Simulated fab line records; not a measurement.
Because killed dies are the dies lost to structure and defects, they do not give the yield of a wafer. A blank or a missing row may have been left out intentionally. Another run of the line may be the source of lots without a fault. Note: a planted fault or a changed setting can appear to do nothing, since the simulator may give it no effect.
Matching of chambers / flow n5-finfet / N5_HKMG_FIN_ALD_74 on ald-hk-02: 4 sister chambers
The step deposits La2O3, target thk 0.5 nm, pulse time 6 s, co reactant pulse time 1 s. 20 wafers are shown with their chamber, then 10 later ones without.

== EACH WAFER AND ITS CHAMBER ==
wafer=L076.2; chamber=3; heater-power-w (W)=310; precursor-pulse-height-rel=1.001
wafer=L076.4; chamber=1; heater-power-w (W)=327; precursor-pulse-height-rel=1.029
wafer=L076.5; chamber=2; heater-power-w (W)=380; precursor-pulse-height-rel=0.982
wafer=L078.1; chamber=0; heater-power-w (W)=309; precursor-pulse-height-rel=1.036
wafer=L078.4; chamber=1; heater-power-w (W)=324; precursor-pulse-height-rel=1.018
wafer=L078.5; chamber=1; heater-power-w (W)=321; precursor-pulse-height-rel=0.949
wafer=L081.1; chamber=3; heater-power-w (W)=319; precursor-pulse-height-rel=1.016
wafer=L081.2; chamber=1; heater-power-w (W)=336; precursor-pulse-height-rel=1.033
wafer=L081.3; chamber=2; heater-power-w (W)=374; precursor-pulse-height-rel=0.985
wafer=L081.4; chamber=0; heater-power-w (W)=315; precursor-pulse-height-rel=0.990
wafer=L081.5; chamber=1; heater-power-w (W)=328; precursor-pulse-height-rel=1.039
wafer=L081.6; chamber=2; heater-power-w (W)=377; precursor-pulse-height-rel=0.988
wafer=L084.1; chamber=2; heater-power-w (W)=372; precursor-pulse-height-rel=1.020
wafer=L084.3; chamber=0; heater-power-w (W)=299; precursor-pulse-height-rel=1.018
wafer=L084.6; chamber=3; heater-power-w (W)=314; precursor-pulse-height-rel=1.018
wafer=L085.2; chamber=1; heater-power-w (W)=330; precursor-pulse-height-rel=1.012
wafer=L085.5; chamber=0; heater-power-w (W)=306; precursor-pulse-height-rel=1.005
wafer=L085.6; chamber=3; heater-power-w (W)=320; precursor-pulse-height-rel=0.980
wafer=L086.3; chamber=1; heater-power-w (W)=321; precursor-pulse-height-rel=1.000
wafer=L086.4; chamber=3; heater-power-w (W)=325; precursor-pulse-height-rel=0.996

SIGNATURES (averages over the wafers above)
reading=heater-power-w; chamber 0=307.25; chamber 1=326.71; chamber 2=375.75; chamber 3=317.60; scatter within a chamber=5.44
reading=precursor-pulse-height-rel; chamber 0=1.01225; chamber 1=1.01143; chamber 2=0.99375; chamber 3=1.00220; scatter within a chamber=0.0233
Rule: for each reading, subtract the chamber's mean from the wafer's reading, divide by that reading's scatter and square the result; add these up over the readings and take the root, which gives the wafer's distance from the chamber. If the next closest chamber is less than 2 further off than the closest, the wafer can't be placed; otherwise it belongs to the closest. The scatter: take each reading less its chamber's mean, square it, sum over the shown wafers, divide by the number of wafers less the number of chambers, and take the root.

== WAFERS MISSING THEIR CHAMBER ==
wafer=L086.5; heater-power-w (W)=307; precursor-pulse-height-rel=1.003
wafer=L089.1; heater-power-w (W)=383; precursor-pulse-height-rel=1.006
wafer=L089.2; heater-power-w (W)=321; precursor-pulse-height-rel=1.020
wafer=L089.4; heater-power-w (W)=319; precursor-pulse-height-rel=0.988
wafer=L094.1; heater-power-w (W)=302; precursor-pulse-height-rel=0.995
wafer=L094.2; heater-power-w (W)=369; precursor-pulse-height-rel=0.995
wafer=L094.3; heater-power-w (W)=337; precursor-pulse-height-rel=0.988
wafer=L096.1; heater-power-w (W)=315; precursor-pulse-height-rel=0.961
wafer=L096.3; heater-power-w (W)=377; precursor-pulse-height-rel=1.008
wafer=L096.4; heater-power-w (W)=299; precursor-pulse-height-rel=0.978

== CHAMBER TAKEN BY EACH ==
wafer=L086.5; from the rows above=can't be placed: 0 or 3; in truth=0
wafer=L089.1; from the rows above=2; in truth=2
wafer=L089.2; from the rows above=can't be placed: 3 or 1 or 0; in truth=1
wafer=L089.4; from the rows above=can't be placed: 3 or 1 or 0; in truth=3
wafer=L094.1; from the rows above=can't be placed: 0 or 3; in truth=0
wafer=L094.2; from the rows above=2; in truth=2
wafer=L094.3; from the rows above=can't be placed: 1 or 3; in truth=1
wafer=L096.1; from the rows above=can't be placed: 3 or 0 or 1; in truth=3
wafer=L096.3; from the rows above=2; in truth=2
wafer=L096.4; from the rows above=can't be placed: 0 or 3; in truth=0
Correct placement for 3 of the 10. Not placeable from these rows: 7 (in 7, the candidates include the true chamber). Wrongly placed: 0.
